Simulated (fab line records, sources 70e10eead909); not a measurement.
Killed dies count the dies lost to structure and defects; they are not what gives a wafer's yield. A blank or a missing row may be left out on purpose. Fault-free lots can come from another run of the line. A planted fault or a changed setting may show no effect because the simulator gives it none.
Matching of chambers	flow nand_harc	NHARC_A_STAIRCASE_STRIP_476 on rie_diel-10 has 4 sister chambers
The step strips in O2, time 20 s. 8 wafers are shown with their chamber, then 7 later ones without.

## WAFERS PAIRED WITH THEIR CHAMBERS
wafer	chamber	showerhead_plenum_p_Torr (Torr)	oes_product_au (a.u.)
L087.1	2	3.46	1.010
L092.1	2	3.46	1.001
L092.4	3	3.78	0.999
L091.1	1	3.56	0.991
L091.2	3	3.78	1.001
L091.5	0	3.48	0.988
L094.2	1	3.56	0.983
L094.3	0	3.47	0.974

## WAFERS WHOSE CHAMBER IS MISSING
wafer	showerhead_plenum_p_Torr (Torr)	oes_product_au (a.u.)
L094.4	3.46	0.981
L095.1	3.56	0.994
L095.2	3.77	1.014
L095.5	3.56	0.983
L096.1	3.45	0.993
L096.4	3.47	1.000
L096.6	3.47	1.009

## THE CHAMBER EACH PASSED THROUGH
wafer	from the rows above	in truth
L094.4	can't be placed: 2 or 0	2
L095.1	1	1
L095.2	3	3
L095.5	1	1
L096.1	2	2
L096.4	can't be placed: 2 or 0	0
L096.6	can't be placed: 2 or 0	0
Placed correctly: 4 of 7. Cannot be placed on the basis of these rows: 3; the candidates contain the true chamber in 3. Placed wrongly: 0.
How it was worked out, from the rows above alone: a wafer's distance from a chamber is the root of the sum, over the readings, of the square of ((its reading less the chamber's mean) divided by the reading's scatter). If the next closest chamber is less than 2 further off than the closest, the wafer can't be placed; otherwise it belongs to the closest. For every chamber, the mean is computed from those of its wafers that are shown. The scatter: the root of (the sum of the squares of (reading less its chamber's mean) over the shown wafers, divided by (wafers less chambers)).
